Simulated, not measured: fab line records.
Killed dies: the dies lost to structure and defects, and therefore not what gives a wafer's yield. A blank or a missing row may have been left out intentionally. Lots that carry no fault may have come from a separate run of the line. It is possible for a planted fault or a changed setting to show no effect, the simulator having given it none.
fab line records	flow n5_finfet
record: lots: 9	wafers: 25	last_day: 18
route steps=1938 shown MOL_CONTACT_COAG@531 BEOL_M4@1111 PASSIVATION@1936
lots untouched by any fault: they come from a run of this same line in which no faults occurred
start_h: start of the lot's first displayed wafer, in hours after the record's first day	wait_h: how many hours have passed since the lot's step before this one	" the same as in the row above	L1.1+2: several wafers, shown together as one row	- no value, or no start was given	* or withheld: withheld	< > ~ a bound
route shown NAME@n: names a module that has steps shown in the file, with the first one's number in the route	usual: mean/standard deviation taken from wafers without a fault	same: alike in all rows	chamber/n: place in a boat	sites: per-site readings	_std_site: standard deviation of those values	_edge_site: the outer-site mean with the inner-site mean subtracted	radius_mm: how far each site lies from the wafer's centre	mask NAME#n: copy n	behind: the last tool/chamber to shape the wafer	hold: why the lot went on hold/how many hours it stayed there/how the hold came to an end	device: the transistor (n, p or np) that didn't switch	end of line: the tests these same wafers got at the end of their route	a step given without rows: its recipe and nothing more	killed: dies that structure and defects cost at the first sort, which is not the same as the wafer's yield	map: dies across one wafer; x = killed, . = not, _ = none there
set.NAME: the setting that was run; set.NAME@STEP: the one run at that earlier step	model.NAME: the simulator's own value behind a step, which no gauge read
the route's steps for a sample of lots (tables are steps, rows are wafers)
services: the hour from which a tool's chamber was out of use, counted from the record's first day as start_h (under 0 if before that day), plus the number of hours and why
== steps ==
step: N5_MOL_CONTACT_COAG_ETCH_105
recipe: chemistry: CF4	target: SiARC	target_depth_a: 156	mask_material: CAR-EUV	time_s: 26	ion_energy_ev: 80	pressure_mtorr: 40	source_w: 545	bias_w: 36	Ar_flow_sccm: 100	cf4_flow_sccm: 100	ends: cleared
usual: chamber_pressure_mTorr: 40.00/0.033	drypump_motor_current_A: 5.6/0.39	etch_rf_on_time_s: 26.1/0.51	oes_product_au: 0.68/0.075	rf_fwd_power_W: 532.3/2.2	rf_vpp_V: 184.6/1.1	showerhead_plenum_p_Torr: 2.17/0.066	throttle_valve_pct: 15.50/0.21
lot.wafer	tool	chamber	start_h	wait_h	chamber_pressure_mTorr	drypump_motor_current_A	etch_rf_on_time_s	oes_product_au	rf_fwd_power_W	rf_hours_counter_h	rf_vpp_V	showerhead_plenum_p_Torr	throttle_valve_pct
L175.2	rie_diel-02	3	88.86	0.0	39.99	5.5	25.7	0.80	532.1	15	183.1	2.12	15.58
L175.3	"	1	"	"	40.02	5.4	26.7	0.58	532.5	231	184.1	2.20	15.99
L175.4	"	0	"	"	40.04	5.4	26.2	0.72	532.9	77	183.6	2.17	15.36
L176.3	rie_diel-05	2	101.49	0.0	40.02	5.8	26.2	0.61	532.7	166	185.4	2.22	15.26
L176.4	"	1	"	"	40.04	5.4	26.2	0.60	529.2	230	184.4	2.12	15.90
L176.5	"	0	"	"	39.94	5.6	26.3	0.78	531.2	-	186.8	2.27	15.41
L184.1	rie_diel-05	2	143.62	0.0	39.98	5.8	26.2	0.61	534.3	179	186.8	2.21	15.29
L184.2	"	3	"	"	40.04	5.7	26.4	0.61	533.8	191	184.0	2.13	15.54
L184.6	"	1	"	"	40.03	5.4	26.1	0.59	532.9	-	183.8	2.11	15.93
L188.3	rie_diel-05	3	172.79	0.0	40.02	5.7	38.1	0.50	539.4	204	186.5	2.13	15.56
L188.4	"	3	"	"	39.96	5.7	26.3	0.60	534.5	-	183.2	2.13	15.59
L191.3	rie_diel-05	2	183.73	0.0	39.98	5.8	37.4	0.50	539.5	198	183.6	2.21	15.32
L191.6	"	0	"	"	39.93	5.6	26.0	0.74	532.5	-	184.9	2.26	15.49
L194.1	rie_diel-02	0	201.94	0.0	39.99	5.4	26.1	0.67	530.2	122	184.0	2.16	15.45
L194.2	"	3	"	"	39.98	5.5	26.3	0.74	531.1	48	184.8	2.11	15.64
L194.4	"	2	"	"	39.99	6.6	26.3	0.63	529.2	161	183.4	2.05	15.51
L196.2	rie_diel-04	3	214.68	0.0	40.01	5.0	25.2	0.76	535.2	49	186.9	2.26	15.26
L196.3	"	0	"	"	40.02	5.9	25.9	0.63	532.7	184	184.7	2.13	15.53
L196.4	"	1	"	"	40.01	5.4	25.6	0.78	531.7	17	184.7	2.09	15.04
L197.3	rie_diel-04	2	222.25	0.0	39.96	5.7	25.4	0.63	530.9	191	186.2	2.22	15.80
L197.5	"	1	"	"	40.01	5.4	26.4	0.76	532.4	-	185.4	2.09	15.01
L197.6	"	0	"	"	39.92	5.9	26.5	0.63	532.7	-	182.7	2.13	15.54
L198.1	rie_diel-02	2	227.17	0.0	40.06	6.6	26.9	0.63	531.8	171	183.9	2.05	15.54
L198.4	"	1	"	"	39.99	5.3	26.7	0.74	537.7	20	184.5	2.19	15.56
L198.5	"	2	"	"	40.06	6.6	26.8	0.63	530.6	-	183.3	2.05	15.53
step: N5_MOL_CONTACT_COAG_CONTACT_ETCH_14
recipe: chemistry: C4F6/O2	target: SiO2	target_depth_a: 275	overetch_a: 85	mask_material: SOC	pressure_mtorr: 30	source_w: 370	bias_w: 185	Ar_flow_sccm: 300	C4F6_flow_sccm: 16	O2_flow_sccm: 10	time_s: 20	ion_energy_ev: 259.6
usual: chamber_pressure_mTorr: 29.998/0.026	drypump_motor_current_A: 5.6/0.39	oes_o_777_au: 0.80/0.089	oes_product_au: 0.68/0.072	rf_fwd_power_W: 363.7/2.1	rf_vpp_V: 694/3.2	showerhead_plenum_p_Torr: 2.91/0.089	throttle_valve_pct: 21.14/0.22
lot.wafer	tool	chamber	start_h	wait_h	chamber_pressure_mTorr	drypump_motor_current_A	oes_o_777_au	oes_product_au	rf_fwd_power_W	rf_hours_counter_h	rf_vpp_V	showerhead_plenum_p_Torr	throttle_valve_pct
L175.2	rie_diel-02	3	88.99	0.0	30.002	5.5	0.95	0.80	365.7	15	690	2.85	21.34
L175.3	"	1	"	"	30.043	5.4	0.66	0.59	365.9	231	695	2.96	21.64
L175.4	"	0	"	"	29.990	5.4	0.82	0.70	363.0	77	695	2.92	20.99
L176.3	rie_diel-05	2	101.62	0.0	30.010	5.8	0.73	0.62	366.6	166	697	2.98	20.82
L176.4	"	1	"	"	29.978	5.4	0.70	0.59	363.5	230	691	2.84	21.47
L176.5	"	0	"	"	29.948	5.5	0.92	0.79	362.2	-	700	3.02	20.91
L184.1	rie_diel-05	2	143.75	0.0	29.966	5.8	0.73	0.61	366.5	179	695	2.98	20.85
L184.2	"	3	"	"	30.008	5.7	0.72	0.62	364.7	191	693	2.86	21.12
L184.6	"	1	"	"	30.020	5.4	0.69	0.58	364.0	-	691	2.83	21.49
L188.3	rie_diel-05	3	172.92	0.0	29.975	5.7	0.71	0.60	365.1	204	692	2.86	21.14
L188.4	"	3	"	"	29.978	5.7	0.71	0.61	365.7	-	692	2.86	21.14
L191.3	rie_diel-05	2	183.86	0.0	30.007	5.8	0.70	0.60	366.8	198	696	2.97	20.86
L191.6	"	0	"	"	30.015	5.6	0.86	0.73	363.4	-	697	3.00	20.97
L194.1	rie_diel-02	0	202.07	0.0	30.009	5.4	0.78	0.67	362.9	122	693	2.90	21.07
L194.2	"	3	"	"	30.037	5.5	0.89	0.75	364.6	48	691	2.83	21.37
L194.4	"	2	"	"	30.004	6.6	0.75	0.65	360.7	161	687	2.76	21.15
L196.2	rie_diel-04	3	214.81	0.0	29.966	5.0	0.90	0.75	368.0	49	699	3.05	21.09
L196.3	"	0	"	"	30.013	5.9	0.73	0.64	360.6	184	693	2.86	21.12
L196.4	"	1	"	"	29.982	5.4	0.91	0.77	364.3	17	690	2.82	20.78
L197.3	rie_diel-04	2	222.38	0.0	30.002	5.7	0.76	0.62	362.7	191	696	2.99	21.53
L197.5	"	1	"	"	29.943	5.4	0.91	0.77	361.2	-	691	2.82	20.74
L197.6	"	0	"	"	30.031	5.9	0.74	0.63	360.7	-	692	2.86	21.13
L198.1	rie_diel-02	2	227.30	0.0	30.007	6.6	0.73	0.63	361.1	171	689	2.75	21.18
L198.4	"	1	"	"	30.016	5.4	0.85	0.75	366.1	20	694	2.94	21.32
L198.5	"	2	"	"	29.977	6.6	0.74	0.63	362.4	-	689	2.75	21.16
step: N5_MOL_CONTACT_COAG_ETCH_110
recipe: chemistry: CF4/O2	target: Si	target_depth_a: 25	time_s: 8	pressure_mtorr: 100	source_w: 200	bias_w: 12	ion_energy_ev: 60	Ar_flow_sccm: 100	cf4_flow_sccm: 100	O2_flow_sccm: 10
usual: chamber_pressure_mTorr: 99.98/0.084	drypump_motor_current_A: 5.6/0.39	oes_o_777_au: 0.79/0.091	oes_product_au: 0.79/0.088	rf_fwd_power_W: 198.2/0.87	rf_vpp_V: 127.4/2.8	showerhead_plenum_p_Torr: 2.25/0.068	throttle_valve_pct: 10.66/0.24
lot.wafer	tool	chamber	start_h	wait_h	chamber_pressure_mTorr	drypump_motor_current_A	oes_o_777_au	oes_product_au	rf_fwd_power_W	rf_hours_counter_h	rf_vpp_V	showerhead_plenum_p_Torr	throttle_valve_pct
L175.2	rie_diel-02	3	89.09	0.0	100.04	5.5	0.94	0.94	198.5	15	122.7	2.20	10.58
L175.3	"	1	"	"	99.89	5.4	0.66	0.68	198.4	231	131.6	2.29	11.18
L175.4	"	0	"	"	99.99	5.4	0.82	0.82	197.9	77	128.5	2.26	10.48
L176.3	rie_diel-05	2	101.71	0.0	99.95	5.8	0.73	0.73	198.1	166	125.0	2.30	10.52
L176.4	"	1	"	"	99.95	5.4	0.69	0.69	198.5	230	126.7	2.20	11.11
L176.5	"	0	"	"	100.06	5.6	0.89	0.91	198.7	-	129.8	2.36	10.46
L184.1	rie_diel-05	2	143.85	0.0	100.00	5.8	0.71	0.72	199.3	179	124.1	2.30	10.56
L184.2	"	3	"	"	100.05	5.7	0.71	0.71	197.7	191	131.7	2.22	10.78
L184.6	"	1	"	"	100.11	5.4	0.68	0.68	199.7	-	127.9	2.20	11.15
L188.3	rie_diel-05	3	173.01	0.0	99.96	5.7	0.70	0.71	198.9	204	131.8	2.21	10.80
L188.4	"	3	"	"	100.00	5.7	0.71	0.70	200.1	-	132.6	2.21	10.81
L191.3	rie_diel-05	2	183.95	0.0	100.05	5.8	0.71	0.71	199.2	198	125.1	2.29	10.61
L191.6	"	0	"	"	99.93	5.6	0.83	0.86	198.2	-	127.3	2.34	10.56
L194.1	rie_diel-02	0	202.16	0.0	99.88	5.4	0.77	0.79	198.2	122	128.8	2.24	10.60
L194.2	"	3	"	"	100.03	5.5	0.88	0.87	198.5	48	122.8	2.19	10.68
L194.4	"	2	"	"	100.00	6.5	0.75	0.75	196.8	161	128.1	2.13	10.70
L196.2	rie_diel-04	3	214.90	0.0	99.95	4.9	0.91	0.89	199.1	49	128.3	2.34	10.38
L196.3	"	0	"	"	100.17	5.9	0.74	0.74	196.8	184	127.9	2.21	10.77
L196.4	"	1	"	"	99.92	5.4	0.92	0.91	197.9	17	125.5	2.17	10.13
L197.3	rie_diel-04	2	222.48	0.0	100.03	5.7	0.76	0.74	197.7	191	123.7	2.31	10.99
L197.5	"	1	"	"	100.06	5.4	0.92	0.90	199.2	-	124.6	2.17	10.16
L197.6	"	0	"	"	99.86	5.9	0.73	0.74	197.2	-	127.9	2.21	10.79
L198.1	rie_diel-02	2	227.40	0.0	99.84	6.6	0.74	0.74	197.7	171	128.6	2.13	10.74
L198.4	"	1	"	"	99.88	5.4	0.84	0.90	199.5	20	131.4	2.27	10.56
L198.5	"	2	"	"	99.83	6.6	0.75	0.74	196.8	-	129.1	2.13	10.75
step: N5_MOL_CONTACT_COAG_TI_SIL_19
recipe: material: Ti	target_thk_a: 42	temp_c: 200	chamber_pressure_pa: 5	power_w: 5000	time_s: 15
usual: throttle_valve_pct: 29.4/1.1
lot.wafer	tool	chamber	start_h	wait_h	throttle_valve_pct
L175.2	pvd_sputter-01	-	89.69	0.2	27.8
L175.3	"	-	"	"	27.7
L175.4	"	-	"	"	30.6
L176.3	pvd_sputter-02	-	102.33	0.2	30.2
L176.4	"	-	"	"	30.2
L176.5	"	-	"	"	30.1
L184.1	pvd_sputter-03	-	144.57	0.3	28.5
L184.2	"	-	"	"	30.7
L184.6	"	-	"	"	28.4
L188.3	pvd_sputter-01	-	175.66	0.3	27.8
L188.4	"	-	"	"	29.0
L191.3	pvd_sputter-03	-	190.21	0.2	28.2
L191.6	"	-	"	"	30.8
L194.1	pvd_sputter-01	-	206.41	0.2	28.8
L194.2	"	-	"	"	27.7
L194.4	"	-	"	"	27.8
L196.2	pvd_sputter-01	-	216.45	0.9	28.0
L196.3	"	-	"	"	27.9
L196.4	"	-	"	"	29.3
L197.3	pvd_sputter-02	-	223.33	0.2	30.9
L197.5	"	-	"	"	31.1
L197.6	"	-	"	"	30.2
L198.1	pvd_sputter-01	-	228.44	0.2	29.1
L198.4	"	-	"	"	27.7
L198.5	"	-	"	"	27.8
step: N5_BEOL_M4_RC_MEAS_101
usual: DIBL_N: 35.8/1.8	DIBL_P: 35.9/2.2	IOFF_N: 0.16/0.035	IOFF_P: 0.21/0.04	ION_N: 672/11	ION_P: 461/7.4	SS_N: 71.4/0.64	SS_P: 73.2/0.67	VT_N: 250/3.5	VT_P: -251/3.4
lot.wafer	tool	chamber	start_h	wait_h	DIBL_N[mV/V]	DIBL_P[mV/V]	IOFF_N[nA/um]	IOFF_P[nA/um]	ION_N[uA/um]	ION_P[uA/um]	SS_N[mV/dec]	SS_P[mV/dec]	VT_N[mV]	VT_P[mV]
L175.2	prober-02	0	163.66	0.2	35.0	34.4	0.15	0.16	664	450	71.5	73.0	250	-254
L175.3	"	0	"	"	35.8	36.3	0.17	0.19	691	467	72.1	73.8	248	-252
L175.4	"	0	"	"	35.0	35.2	0.15	0.17	671	459	72.0	72.7	248	-252
L176.3	prober-01	0	183.41	0.3	34.9	36.2	0.17	0.23	675	468	71.4	74.0	247	-246
L176.4	"	0	"	"	32.9	34.3	0.14	0.20	669	463	71.4	72.7	250	-250
L176.5	"	0	"	"	34.9	36.9	0.17	0.25	677	476	71.0	72.8	245	-246
L184.1	prober-01	0	218.52	0.0	37.6	38.2	0.20	0.24	682	460	72.5	74.0	248	-248
L184.2	"	0	"	"	34.9	34.9	0.14	0.19	667	458	71.6	72.9	252	-252
L184.6	"	0	"	"	38.6	38.6	0.20	0.25	682	465	72.4	73.3	247	-247
L188.3	prober-02	0	256.70	0.3	37.3	37.3	0.16	0.22	684	467	71.4	72.6	250	-250
L188.4	"	0	"	"	37.5	38.5	0.18	0.25	682	465	71.2	73.1	246	-249
L191.3	prober-02	0	265.80	0.3	31.7	31.2	0.09	0.13	654	456	70.2	71.9	258	-256
L191.6	"	0	"	"	33.8	34.5	0.12	0.18	667	469	70.6	72.2	251	-251
L194.1	prober-01	0	284.90	0.0	37.0	36.5	0.16	0.22	673	455	71.6	73.1	251	-249
L194.2	"	0	"	"	37.4	37.5	0.17	0.26	670	462	71.8	74.1	248	-245
L194.4	"	0	"	"	36.3	36.1	0.17	0.22	671	463	71.5	73.4	250	-247
L196.2	prober-01	0	287.94	0.2	37.1	37.8	0.17	0.21	679	458	72.1	74.1	246	-251
L196.3	"	0	"	"	36.5	36.8	0.15	0.20	674	468	71.4	73.9	251	-255
L196.4	"	0	"	"	33.7	32.5	0.11	0.15	660	454	70.9	72.8	255	-255
L197.3	prober-02	0	309.15	0.3	35.9	34.6	0.14	0.20	676	467	70.8	73.0	249	-252
L197.5	"	0	"	"	35.5	34.3	0.14	0.20	683	466	71.0	72.3	249	-251
L197.6	"	0	"	"	35.3	33.3	0.12	0.19	669	464	70.5	72.7	254	-252
L198.1	prober-02	0	311.74	0.0	34.4	33.0	0.11	0.17	659	459	70.6	72.5	255	-251
L198.4	"	0	"	"	35.2	34.1	0.12	0.18	658	459	71.7	72.9	255	-253
L198.5	"	0	"	"	32.4	30.8	0.09	0.14	653	453	70.3	71.6	257	-255
step: N5_PASSIVATION_PROBE_49
usual: defect_limited_yield: 91.0/1.5	killed_at_M0_to_M3: 34/9.1	killed_at_M4_up: 14/5.7	killed_at_contacts: 13/5.7	killed_at_front_end: 42/12	killed_at_other: 4/3.4	killed_dies: 106/17	killed_open: 70/13	killed_short: 34/7.5	sort_bin_5_function: 5.2/0.94	sort_bin_6_memory: 3.4/0.69	sort_bin_8_speed: 0.00/0.029	sort_n_pass: 1074/17	sort_yield_pct: 91.0/1.5
same: gross_dies: 1180	killed_at_back_side: 0	sort_bin_4_leakage[%]: 0
lot.wafer	tool	chamber	start_h	wait_h	defect_limited_yield[%]	killed_at_M0_to_M3	killed_at_M4_up	killed_at_contacts	killed_at_front_end	killed_at_other	killed_dies	killed_open	killed_short	sort_bin_5_function[%]	sort_bin_6_memory[%]	sort_bin_8_speed[%]	sort_n_pass	sort_yield_pct[%]
L194.1	prober-01	-	391.70	0.0	89.5	38	19	8	53	6	124	80	41	5.9	4.2	0	1056	89.5
L194.2	prober-01	-	391.75	0.1	90.5	21	13	5	70	3	112	85	26	5.7	3.7	0	1068	90.5
L194.4	prober-01	-	391.85	0.2	90.3	27	22	6	54	5	114	75	38	5.8	3.4	0	1066	90.3
killed by level:class
L194.1 BEOL_M3:geometric_particle:open=13 DUMMY_GATE:geometric_particle:open=12 BEOL_M4:geometric_particle:open=11 FIN_SAQP:geometric_particle:short=9 BEOL_M0_SAQP:geometric_particle:short=9 STI_FIN_REVEAL:geometric_particle:open=8 BEOL_M0_SAQP:geometric_particle:open=7 FIN_SAQP:geometric_particle:open=5
L194.2 DUMMY_GATE:geometric_particle:open=18 STI_FIN_REVEAL:geometric_particle:open=17 FIN_SAQP:geometric_particle:open=16 BEOL_M4:geometric_particle:open=10 BEOL_M0_SAQP:geometric_particle:open=7 BEOL_M0_SAQP:geometric_particle:short=6 GATE_CUT:geometric_particle:open=5 DUMMY_GATE:geometric_particle:short=4
L194.4 FIN_SAQP:geometric_particle:open=13 BEOL_M4:geometric_particle:open=11 FIN_SAQP:geometric_particle:short=10 STI_FIN_REVEAL:geometric_particle:open=8 DUMMY_GATE:geometric_particle:open=6 GATE_CUT:geometric_particle:short=6 MOL_CONTACT_COAG:geometric_particle:open=6 BEOL_M0_SAQP:geometric_particle:short=6
== services ==
tool	chamber	start_h	hours	kind
pvd_sputter-02	-	82.40	1.1	repair
rie_diel-04	-	86.97	0.2	repair
rie_diel-05	1	89.57	3.7	repair
rie_diel-04	3	103.87	1.6	repair
rie_diel-02	2	123.38	3.3	repair
rie_diel-02	3	124.20	18.9	repair
rie_diel-05	2	127.78	5.4	repair
rie_diel-04	0	133.20	5.6	repair
rie_diel-02	1	143.12	-	clean
rie_diel-02	1	143.12	-	consumable_replace:focus_ring
rie_diel-02	1	143.12	20.1	scheduled_down
rie_diel-02	1	143.12	20.1	vent_cycle
rie_diel-04	1	144.24	-	clean
rie_diel-04	1	144.24	-	consumable_replace:focus_ring
rie_diel-04	1	144.24	17.1	scheduled_down
rie_diel-04	1	144.24	17.1	vent_cycle
rie_diel-05	1	153.82	-	clean
rie_diel-05	1	153.82	-	consumable_replace:focus_ring
rie_diel-05	1	153.82	20.4	scheduled_down
rie_diel-05	1	153.82	20.4	vent_cycle
rie_diel-05	3	207.52	3.0	repair
== key ==
first_sign: step: N5_MOL_CONTACT_COAG_ETCH_105	reading: etch_rf_on_time_s	direction: up	sigmas: 23	usual: *	struck: *
effect none on later readings
met_at N5_MOL_CONTACT_COAG_ETCH_105
struck_lots L188,L191
struck_wafers L188.3,L191.3
not_acting_at N5_MOL_CONTACT_COAG_CONTACT_ETCH_14,N5_MOL_CONTACT_COAG_ETCH_110,N5_MOL_CONTACT_COAG_TI_SIL_19
onset_between 143.62 172.79
fault: kind: process_parameter_drift	tool: rie_diel-05	chamber: -	onset_h: 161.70	steps: N5_MOL_CONTACT_COAG_ETCH_105	channel: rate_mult	offset: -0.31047	shape: step	end_h: 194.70	scope: struck_wafers_only
